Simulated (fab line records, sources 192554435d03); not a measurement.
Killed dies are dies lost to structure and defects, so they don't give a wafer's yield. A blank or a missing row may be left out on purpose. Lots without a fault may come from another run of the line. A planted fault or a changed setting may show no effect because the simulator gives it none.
fab line records | flow n5_finfet
record lots=7 wafers=21
route steps=1938 shown BEOL_M8@1335
start_h: hours from the record's first day to the start of the lot's first wafer shown | wait_h: hours since the lot's step before | " the same as in the row above | L1.1+2: a row that stands for several wafers | - no value, or no start given | * or withheld: withheld | < > ~ a bound
route shown NAME@n: a module of which the file shows steps, and the number in the route of the first | usual: mean/standard deviation of fault-free wafers | same: alike in all rows | chamber/n: place in a boat | sites: the reading at each site | _std_site: their standard deviation | _edge_site: outer sites' mean less inner sites' | radius_mm: how far each site lies from the wafer's centre | mask NAME#n: copy n | behind: the tool/chamber that last shaped the wafer | hold: why the lot was held/for how many hours/how that ended | device: the transistor (n, p or np) that didn't switch | end of line: the same wafers' tests at the end of the route | a step without rows: its recipe alone | killed: dies lost to structure and defects at the first sort, not the wafer's yield | map: a wafer's dies, x killed, . not, _ none there
set.NAME: the setting as run; set.NAME@STEP: as run at that earlier step | model.NAME: the simulator's own value behind a step, which no gauge read
lots whose settings were changed on purpose; a table a step, a row a wafer
## steps
# step N5_BEOL_M8_PECVD_70
# recipe material=SiO2 target_thk_a=200 temp_c=400 precursor=TEOS/O2 pressure_torr=5.5 rf_w=450 teos_flow_sccm=53.8 gas=O2 flow_sccm=3000 time_s=22.7
# columns lot.wafer tool chamber start_h wait_h set.temp_c model.SiO2_of_BEOL_M8_PECVD_70.thk_nm
L075.1 pecvd-02 2 201.11 0.0 407.7 19.2
L075.2 " 0 " " 400 19.8
L075.3 " 2 " " 407.7 19.6
L076.3 pecvd-01 2 211.22 0.0 400 19.8
L076.4 " 0 " " 400 20
L076.5 " 1 " " 400 20.4
L087.1 pecvd-01 2 271.73 0.0 400 19.6
L087.5 " 0 " " 391.7 20.8
L087.6 " 1 " " 400 20
L090.2 pecvd-01 2 296.70 0.0 400 20
L090.5 " 0 " " 400 19.8
L090.6 " 2 " " 393 21.4
L092.2 pecvd-01 0 305.68 0.0 383.2 21.6
L092.3 " 1 " " 383.2 22
L092.6 " 0 " " 400 19.8
L093.1 pecvd-01 2 305.95 0.0 400 19.8
L093.2 " 0 " " 400 19.4
L093.6 " 2 " " 391.8 21.2
L094.2+4 pecvd-01 2,0 314.50 0.0 400 19.8
L094.6 " 1 " " 400 20.2
# step N5_BEOL_M8_EXPOSE_08
# recipe mask_id=M8 na=1.35 source_shape=dipole sigma_inner=0.817 sigma_outer=0.97 polarization=te dose_mj=68.25
# columns lot.wafer tool chamber start_h wait_h mask set.dose_mj
L075.1+2+3 arfi_scanner-02 0 202.21 - M8#0 68.25
L076.3+4+5 arfi_scanner-02 0 212.32 - M8#0 68.25
L087.1+5+6 arfi_scanner-02 0 272.75 - M8#0 68.25
L090.2+5 arfi_scanner-03 0 297.69 - M8#0 64.02
L090.6 " 0 " " M8#0 68.25
L092.2+3+6 arfi_scanner-03 0 306.18 - M8#0 68.25
L093.1+2 arfi_scanner-02 0 308.31 - M8#0 72.53
L093.6 " 0 " " M8#0 68.25
L094.2+4+6 arfi_scanner-03 0 316.20 - M8#0 68.25
# step N5_BEOL_M8_PEB_09
# recipe peb_temp_c=withheld peb_time_s=60 resist=CAR-ArF
# step N5_BEOL_M8_DEVELOP_10
# recipe develop_time_s=30 developer=TMAH resist=CAR-ArF rinse_liquid=diw dry=air_spin dev_temp_c=23
# step N5_BEOL_M8_CD_MEAS_11
# recipe target_cd_nm=38.5 landing_energy_ev=500 detector=se_inlens polarity=opening
# usual cd_nm=38.5/0.49
# columns lot.wafer tool chamber start_h wait_h set.dose_mj@BEOL_M8_EXPOSE_08 cd_nm
L075.1 cd_sem-03 0 202.34 - 68.25 37.7
L075.2 " 0 " " 68.25 38.5
L075.3 " 0 " " 68.25 39.4
L076.3 cd_sem-03 0 212.44 - 68.25 38.3
L076.4 " 0 " " 68.25 38.0
L076.5 " 0 " " 68.25 38.5
L087.1 cd_sem-03 0 272.88 - 68.25 39.0
L087.5 " 0 " " 68.25 39.5
L087.6 " 0 " " 68.25 38.9
L090.2 cd_sem-03 0 297.81 - 64.02 35.6
L090.5 " 0 " " 64.02 35.8
L090.6 " 0 " " 68.25 38.7
L092.2 cd_sem-03 0 306.30 - 68.25 38.9
L092.3 " 0 " " 68.25 39.2
L092.6 " 0 " " 68.25 38.5
L093.1 cd_sem-02 0 308.43 - 72.53 41.4
L093.2 " 0 " " 72.53 40.6
L093.6 " 0 " " 68.25 38.8
L094.2 cd_sem-02 0 316.33 - 68.25 37.9
L094.4 " 0 " " 68.25 38.7
L094.6 " 0 " " 68.25 38.0
# step N5_BEOL_M8_DESCUM_16
# recipe chemistry=O2 time_s=7.9 source_power_w=50 bias_power_w=20 pressure_mtorr=20 rf_frequency_hz=2.712e+07 temp_c=40 resist=CAR-ArF o2_flow_sccm=225
# step N5_BEOL_M8_ETCH_61
# recipe chemistry=CF4 target=SiARC target_depth_a=455 mask_material=CAR-ArF time_s=75.8 ion_energy_ev=80 pressure_mtorr=40 source_w=545 bias_w=36 Ar_flow_sccm=100 cf4_flow_sccm=100 ends=cleared
# columns lot.wafer tool chamber start_h wait_h set.dose_mj@BEOL_M8_EXPOSE_08 model.BEOL_M8.cd_offset_nm
L075.1 rie_diel-04 1 202.49 0.0 68.25 -0.6
L075.2 " 2 " " 68.25 0.4
L075.3 " 0 " " 68.25 0.6
L076.3 rie_diel-04 2 212.57 0.0 68.25 0.6
L076.4 " 1 " " 68.25 -0.4
L076.5 " 3 " " 68.25 0.2
L087.1+5 rie_diel-04 1,3 273.00 0.0 68.25 0.4
L087.6 " 1 " " 68.25 0.2
L090.2 rie_diel-01 2 297.94 0.0 64.02 -3
L090.5 " 1 " " 64.02 -3.2
L090.6 " 3 " " 68.25 0.2
L092.2 rie_diel-01 2 306.43 0.0 68.25 0.6
L092.3 " 3 " " 68.25 0.8
L092.6 " 1 " " 68.25 -0.2
L093.1 rie_diel-04 1 308.56 0.0 72.53 2.8
L093.2 " 3 " " 72.53 1.8
L093.6 " 1 " " 68.25 0
L094.2 rie_diel-04 3 316.85 0.0 68.25 -1
L094.4 " 2 " " 68.25 0
L094.6 " 3 " " 68.25 -0.4
# step N5_BEOL_M8_ETCH_62
# recipe chemistry=N2/H2 target=SOC target_depth_a=1100 overetch_a=220 mask_material=SiARC temp_c=40 time_s=165 ion_energy_ev=200 pressure_mtorr=30 source_w=840 bias_w=150 n2_flow_sccm=200 h2_flow_sccm=200
# columns lot.wafer tool chamber start_h wait_h set.dose_mj@BEOL_M8_EXPOSE_08 model.BEOL_M8.cd_offset_nm
L075.1 rie_diel-04 1 202.55 0.0 68.25 -0.2
L075.2 " 2 " " 68.25 0.4
L075.3 " 0 " " 68.25 0.6
L076.3 rie_diel-04 2 212.63 0.0 68.25 0.6
L076.4 " 1 " " 68.25 0
L076.5 " 3 " " 68.25 0.4
L087.1 rie_diel-04 1 273.06 0.0 68.25 0.6
L087.5+6 " 3,1 " " 68.25 0.4
L090.2 rie_diel-01 2 297.99 0.0 64.02 -3.2
L090.5 " 1 " " 64.02 -3.4
L090.6 " 3 " " 68.25 0.4
L092.2 rie_diel-01 2 306.48 0.0 68.25 0.4
L092.3 " 3 " " 68.25 0.8
L092.6 " 1 " " 68.25 -0.6
L093.1 rie_diel-04 1 308.61 0.0 72.53 3.2
L093.2 " 3 " " 72.53 1.8
L093.6 " 1 " " 68.25 0.2
L094.2 rie_diel-04 3 316.90 0.0 68.25 -1
L094.4 " 2 " " 68.25 0.2
L094.6 " 3 " " 68.25 -0.6
# step N5_BEOL_M8_STRIP_68
# recipe chemistry=N2/H2 temp_c=40 n2_flow_sccm=200 h2_flow_sccm=200 rf_frequency_hz=6e+07
# step N5_BEOL_M8_STRIP_67
# recipe chemistry=CF4 resist=SiARC power_w=300 bias_power_w=75 pressure_mtorr=50 cf4_flow_sccm=150 rf_frequency_hz=6e+07
# step N5_BEOL_M8_HM_OPEN_17
# recipe chemistry=Cl2/BCl3 target_depth_a=200 overetch_a=60 target=TiN mask_material=SOC ion_energy_ev=150 pressure_mtorr=10 icp_w=1000 bias_w=126 Cl2_flow_sccm=53.25 bcl3_flow_sccm=21.75 Ar_flow_sccm=25
# columns lot.wafer tool chamber start_h wait_h set.dose_mj@BEOL_M8_EXPOSE_08 model.BEOL_M8.cd_offset_nm
L075.1 rie_metal-03 0 202.74 0.0 68.25 -0.2
L075.2 " 1 " " 68.25 0.4
L075.3 " 0 " " 68.25 0.6
L076.3 rie_metal-03 1 212.85 0.1 68.25 0.6
L076.4 " 0 " " 68.25 0
L076.5 " 0 " " 68.25 0.4
L087.1+6 rie_metal-01 0,1 273.25 0.0 68.25 0.6
L087.5 " 0 " " 68.25 0.4
L090.2+5 rie_metal-02 0 298.18 0.0 64.02 -3.2
L090.6 " 1 " " 68.25 0.2
L092.2 rie_metal-03 1 306.67 0.0 68.25 0.2
L092.3 " 0 " " 68.25 0.8
L092.6 " 1 " " 68.25 -0.6
L093.1 rie_metal-03 1 308.80 0.0 72.53 3.2
L093.2 " 0 " " 72.53 2
L093.6 " 1 " " 68.25 0.2
L094.2 rie_metal-01 1 317.09 0.0 68.25 -1
L094.4 " 0 " " 68.25 0
L094.6 " 1 " " 68.25 -0.6
# step N5_BEOL_M8_STRIP_19
# recipe chemistry=O2 power_w=400 temp_c=40 pressure_mtorr=30 rf_frequency_hz=6e+07 bias_power_w=0 overash_fraction=0.2 o2_flow_sccm=225
# step N5_BEOL_M8_CD_MEAS_18
# recipe pitch_nm=80 target_cd_nm=40
# usual cd_nm=40.0/0.58
# columns lot.wafer tool chamber start_h wait_h set.dose_mj@BEOL_M8_EXPOSE_08 cd_nm
L075.1 cd_sem-02 - 202.92 0.0 68.25 39.9
L075.2 " - " " 68.25 40.3
L075.3 " - " " 68.25 40.3
L076.3 cd_sem-03 - 213.08 0.1 68.25 40.6
L076.4 " - " " 68.25 39.9
L076.5 " - " " 68.25 40.0
L087.1 cd_sem-02 - 273.47 0.0 68.25 40.8
L087.5 " - " " 68.25 40.7
L087.6 " - " " 68.25 40.4
L090.2 cd_sem-02 - 298.36 0.1 64.02 36.9
L090.5 " - " " 64.02 36.7
L090.6 " - " " 68.25 40.2
L092.2 cd_sem-01 - 306.89 0.1 68.25 40.3
L092.3 " - " " 68.25 40.6
L092.6 " - " " 68.25 39.7
L093.1 cd_sem-01 - 308.98 0.0 72.53 43.3
L093.2 " - " " 72.53 42.2
L093.6 " - " " 68.25 40.3
L094.2 cd_sem-01 - 317.35 0.1 68.25 38.7
L094.4 " - " " 68.25 40.2
L094.6 " - " " 68.25 39.2
# step N5_BEOL_M8_COAT_22
# recipe resist=CAR-EUV spin_rpm=1500 resist_thk_nm=30
# columns lot.wafer tool chamber start_h wait_h set.spin_rpm model.CAR-EUV_of_BEOL_M8_COAT_22.thk_nm
L075.1+3 litho_track-02 0 - - 1500 30
L075.2 " 0 " " 1422 30.8
L076.3+4 litho_track-05 0 - - 1382 31.4
L076.5 " 0 " " 1382 31.2
L087.1 litho_track-02 0 - - 1355 31.6
L087.5+6 " 0 " " 1500 30.2
L090.2+5+6 litho_track-05 0 - - 1500 30
L092.2+3 litho_track-02 0 - - 1500 30
L092.6 " 0 " " 1655 28.4
L093.1+2 litho_track-03 0 - - 1500 30
L093.6 " 0 " " 1438 30.8
L094.2+4+6 litho_track-03 0 - - 1500 30
# step N5_BEOL_M8_EXPOSE_25
# recipe mask_id=V7 na=0.33 source_shape=annular sigma_inner=0.4 sigma_outer=0.8 polarization=unpolarized target_cd_nm=40 dose_mj=42.5
# columns lot.wafer tool chamber start_h wait_h mask set.dose_mj
L075.1 euv_scanner-02 0 203.73 - V7#0 42.5
L075.2+3 " 0 " " V7#0 43.47
L076.3 euv_scanner-02 0 213.26 - V7#0 42.5
L076.4+5 " 0 " " V7#0 44.96
L087.1 euv_scanner-01 0 273.82 - V7#0 43.45
L087.5+6 " 0 " " V7#0 42.5
L090.2 euv_scanner-02 0 298.56 - V7#0 45.48
L090.5+6 " 0 " " V7#0 42.5
L092.2 euv_scanner-02 0 307.21 - V7#0 42.5
L092.3+6 " 0 " " V7#0 40.95
L093.1+2+6 euv_scanner-02 0 310.77 - V7#0 42.5
L094.2+4+6 euv_scanner-01 0 318.74 - V7#0 42.5
# step N5_BEOL_M8_PEB_26
# recipe peb_temp_c=100 peb_time_s=60 resist=CAR-EUV
# step N5_BEOL_M8_DEVELOP_27
# recipe develop_time_s=30 developer=TMAH resist=CAR-EUV rinse_liquid=surfactant_rinse dry=air_spin dev_temp_c=23
# step N5_BEOL_M8_CD_MEAS_28
# recipe target_cd_nm=40 landing_energy_ev=500 detector=se_inlens
# usual cd_nm=39.97/0.24
# columns lot.wafer tool chamber start_h wait_h set.dose_mj@BEOL_M8_EXPOSE_25 cd_nm
L075.1 cd_sem-03 0 203.87 - 42.5 39.72
L075.2 " 0 " " 43.47 40.64
L075.3 " 0 " " 43.47 40.77
L076.3 cd_sem-02 0 213.38 - 42.5 40.03
L076.4 " 0 " " 44.96 41.00
L076.5 " 0 " " 44.96 41.03
L087.1 cd_sem-03 0 273.96 - 43.45 40.34
L087.5 " 0 " " 42.5 39.75
L087.6 " 0 " " 42.5 39.83
L090.2 cd_sem-03 0 298.68 - 45.48 41.57
L090.5 " 0 " " 42.5 40.08
L090.6 " 0 " " 42.5 39.93
L092.2 cd_sem-02 0 307.34 - 42.5 40.03
L092.3 " 0 " " 40.95 38.53
L092.6 " 0 " " 40.95 38.99
L093.1 cd_sem-01 0 310.91 - 42.5 40.26
L093.2 " 0 " " 42.5 39.93
L093.6 " 0 " " 42.5 40.01
L094.2 cd_sem-01 0 318.87 - 42.5 39.59
L094.4 " 0 " " 42.5 40.25
L094.6 " 0 " " 42.5 39.65
# step N5_BEOL_M8_DESCUM_33
# recipe chemistry=O2 time_s=7 source_power_w=50 bias_power_w=20 pressure_mtorr=20 rf_frequency_hz=2.712e+07 temp_c=40 resist=CAR-EUV o2_flow_sccm=225
# columns lot.wafer tool chamber start_h wait_h set.spin_rpm@BEOL_M8_COAT_22 set.dose_mj@BEOL_M8_EXPOSE_25 model.CAR-EUV_of_BEOL_M8_COAT_22.thk_nm model.BEOL_M8.cd_nm
L075.1 rie_diel-04 1 203.99 0.0 1500 42.5 26 39.8
L075.2 " 2 " " 1422 43.47 26.8 40.4
L075.3 " 3 " " 1500 43.47 26.2 40.4
L076.3 rie_diel-01 2 213.54 0.1 1382 42.5 27.4 40
L076.4 " 3 " " 1382 44.96 27.4 41
L076.5 " 3 " " 1382 44.96 27.2 41
L087.1 rie_diel-02 0 274.19 0.1 1355 43.45 27.6 40.2
L087.5+6 " 1,2 " " 1500 42.5 26.2 39.8
L090.2 rie_diel-04 3 298.80 0.0 1500 45.48 26 41.2
L090.5+6 " 1,0 " " 1500 42.5 26 40
L092.2 rie_diel-01 3 307.83 0.4 1500 42.5 26 40
L092.3 " 1 " " 1500 40.95 26.2 38.8
L092.6 " 3 " " 1655 40.95 24.4 39.2
L093.1+2 rie_diel-02 3,0 311.03 0.0 1500 42.5 26 40
L093.6 " 3 " " 1438 42.5 26.8 40
L094.2 rie_diel-01 1 318.99 0.0 1500 42.5 26.2 39.8
L094.4 " 3 " " 1500 42.5 26.2 40.2
L094.6 " 1 " " 1500 42.5 26.2 40
# step N5_BEOL_M8_ETCH_72
# recipe chemistry=N2/H2 target=underlayer target_depth_a=65 mask_material=CAR-EUV time_s=5.2 ion_energy_ev=200 pressure_mtorr=30 source_w=840 bias_w=150 n2_flow_sccm=200 h2_flow_sccm=200 ends=cleared
# columns lot.wafer tool chamber start_h wait_h set.dose_mj@BEOL_M8_EXPOSE_25 model.BEOL_M8.cd_nm
L075.1 rie_diel-04 1 204.02 0.0 42.5 39.8
L075.2 " 2 " " 43.47 40.4
L075.3 " 3 " " 43.47 40.6
L076.3 rie_diel-01 2 213.57 0.0 42.5 40
L076.4+5 " 3 " " 44.96 41
L087.1 rie_diel-02 0 274.22 0.0 43.45 40.4
L087.5 " 1 " " 42.5 39.8
L087.6 " 2 " " 42.5 39.6
L090.2 rie_diel-04 3 298.84 0.0 45.48 41.2
L090.5+6 " 1,0 " " 42.5 40
L092.2 rie_diel-01 3 307.86 0.0 42.5 40
L092.3 " 1 " " 40.95 38.8
L092.6 " 3 " " 40.95 39
L093.1+2 rie_diel-02 3,0 311.06 0.0 42.5 40.2
L093.6 " 3 " " 42.5 40
L094.2 rie_diel-01 1 319.02 0.0 42.5 39.8
L094.4+6 " 3,1 " " 42.5 40
# step N5_BEOL_M8_ETCH_65
# recipe chemistry=CF4 target=SiARC target_depth_a=156 mask_material=CAR-EUV time_s=26 ion_energy_ev=80 pressure_mtorr=40 source_w=545 bias_w=36 Ar_flow_sccm=100 cf4_flow_sccm=100 ends=cleared
# columns lot.wafer tool chamber start_h wait_h set.dose_mj@BEOL_M8_EXPOSE_25 model.BEOL_M8.cd_nm
L075.1 rie_diel-04 1 204.04 0.0 42.5 39.8
L075.2+3 " 2,3 " " 43.47 40.6
L076.3 rie_diel-01 2 213.59 0.0 42.5 40
L076.4 " 3 " " 44.96 41.2
L076.5 " 3 " " 44.96 41
L087.1 rie_diel-02 0 274.24 0.0 43.45 40.4
L087.5 " 1 " " 42.5 39.6
L087.6 " 2 " " 42.5 39.8
L090.2 rie_diel-04 3 298.86 0.0 45.48 41.2
L090.5+6 " 1,0 " " 42.5 39.8
L092.2 rie_diel-01 3 307.88 0.0 42.5 40
L092.3 " 1 " " 40.95 38.8
L092.6 " 3 " " 40.95 39
L093.1 rie_diel-02 3 311.08 0.0 42.5 40.2
L093.2+6 " 0,3 " " 42.5 40
L094.2+6 rie_diel-01 1 319.04 0.0 42.5 39.8
L094.4 " 3 " " 42.5 40
# step N5_BEOL_M8_ETCH_66
# recipe chemistry=N2/H2 target=SOC target_depth_a=800 overetch_a=160 mask_material=SiARC temp_c=40 time_s=120 ion_energy_ev=200 pressure_mtorr=30 source_w=840 bias_w=150 n2_flow_sccm=200 h2_flow_sccm=200
# columns lot.wafer tool chamber start_h wait_h set.dose_mj@BEOL_M8_EXPOSE_25 model.BEOL_M8.cd_nm
L075.1 rie_diel-04 1 204.07 0.0 42.5 39.6
L075.2 " 2 " " 43.47 40.6
L075.3 " 3 " " 43.47 40.4
L076.3 rie_diel-01 2 213.62 0.0 42.5 39.8
L076.4 " 3 " " 44.96 41.2
L076.5 " 3 " " 44.96 40.8
L087.1 rie_diel-02 0 274.27 0.0 43.45 40.6
L087.5+6 " 1,2 " " 42.5 39.8
L090.2 rie_diel-04 3 298.88 0.0 45.48 41
L090.5 " 1 " " 42.5 39.8
L090.6 " 0 " " 42.5 40
L092.2 rie_diel-01 3 307.91 0.0 42.5 40
L092.3 " 1 " " 40.95 38.6
L092.6 " 3 " " 40.95 39
L093.1 rie_diel-02 3 311.11 0.0 42.5 40
L093.2 " 0 " " 42.5 40.2
L093.6 " 3 " " 42.5 39.6
L094.2+6 rie_diel-01 1 319.07 0.0 42.5 39.6
L094.4 " 3 " " 42.5 40
# step N5_BEOL_M8_STRIP_69
# recipe chemistry=N2/H2 temp_c=40 n2_flow_sccm=200 h2_flow_sccm=200 rf_frequency_hz=6e+07
# step N5_BEOL_M8_STRIP_73
# recipe chemistry=N2/H2 temp_c=40 n2_flow_sccm=200 h2_flow_sccm=200 rf_frequency_hz=6e+07
# step N5_BEOL_M8_STRIP_80
# recipe chemistry=N2/H2 time_s=10 power_w=450 temp_c=40 pressure_mtorr=20 rf_frequency_hz=6e+07 bias_power_w=7 n2_flow_sccm=200 h2_flow_sccm=200
# step N5_BEOL_M8_HM_STRIP_39
# recipe chemistry=peroxide_tin_strip material=TiN target_depth_a=250 temp_c=50 time_s=158
# columns lot.wafer tool chamber start_h wait_h set.temp_c@BEOL_M8_PECVD_70 model.SiO2_of_BEOL_M8_PECVD_70.thk_nm
L075.1 wet_bench-06 0 204.45 0.0 407.7 19
L075.2 " 5 " " 400 19.6
L075.3 " 3 " " 407.7 19.4
L076.3 wet_bench-03 1 214.00 0.0 400 19.6
L076.4 " 4 " " 400 19.8
L076.5 " 5 " " 400 20.4
L087.1 wet_bench-02 0 274.65 0.0 400 19.6
L087.5 " 4 " " 391.7 20.6
L087.6 " 1 " " 400 19.8
L090.2 wet_bench-06 1 299.27 0.0 400 19.8
L090.5 " 2 " " 400 19.6
L090.6 " 3 " " 393 21.2
L092.2 wet_bench-03 5 308.30 0.0 383.2 21.4
L092.3 " 1 " " 383.2 21.8
L092.6 " 0 " " 400 19.6
L093.1 wet_bench-03 6 311.49 0.0 400 19.6
L093.2 " 5 " " 400 19.4
L093.6 " 0 " " 391.8 21
L094.2+4 wet_bench-03 3,4 319.45 0.0 400 19.6
L094.6 " 2 " " 400 20
## key
split step=N5_BEOL_M8_PECVD_70 setting=temp_c stated=400 by=wafer
response step=N5_BEOL_M8_PECVD_70 reading=model.SiO2_of_BEOL_M8_PECVD_70.thk_nm change=-0.521 per=1% r=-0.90
response step=N5_BEOL_M8_HM_STRIP_39 reading=model.SiO2_of_BEOL_M8_PECVD_70.thk_nm change=-0.508 per=1% r=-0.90
split step=N5_BEOL_M8_EXPOSE_08 setting=dose_mj stated=68.25 by=wafer
response step=N5_BEOL_M8_CD_MEAS_11 reading=cd_nm change=+0.412 per=1% r=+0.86
response step=N5_BEOL_M8_ETCH_61 reading=model.BEOL_M8.cd_offset_nm change=+0.449 per=1% r=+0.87
response step=N5_BEOL_M8_ETCH_62 reading=model.BEOL_M8.cd_offset_nm change=+0.481 per=1% r=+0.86
response step=N5_BEOL_M8_HM_OPEN_17 reading=model.BEOL_M8.cd_offset_nm change=+0.465 per=1% r=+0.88
response step=N5_BEOL_M8_CD_MEAS_18 reading=cd_nm change=+0.468 per=1% r=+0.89
split step=N5_BEOL_M8_COAT_22 setting=spin_rpm stated=1500 by=wafer
response step=N5_BEOL_M8_COAT_22 reading=model.CAR-EUV_of_BEOL_M8_COAT_22.thk_nm change=-0.154 per=1% r=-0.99
response step=N5_BEOL_M8_DESCUM_33 reading=model.CAR-EUV_of_BEOL_M8_COAT_22.thk_nm change=-0.156 per=1% r=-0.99
split step=N5_BEOL_M8_EXPOSE_25 setting=dose_mj stated=42.5 by=wafer
response step=N5_BEOL_M8_CD_MEAS_28 reading=cd_nm change=+0.234 per=1% r=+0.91
response step=N5_BEOL_M8_DESCUM_33 reading=model.BEOL_M8.cd_nm change=+0.189 per=1% r=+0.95
response step=N5_BEOL_M8_ETCH_72 reading=model.BEOL_M8.cd_nm change=+0.201 per=1% r=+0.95
response step=N5_BEOL_M8_ETCH_65 reading=model.BEOL_M8.cd_nm change=+0.222 per=1% r=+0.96
response step=N5_BEOL_M8_ETCH_66 reading=model.BEOL_M8.cd_nm change=+0.215 per=1% r=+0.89
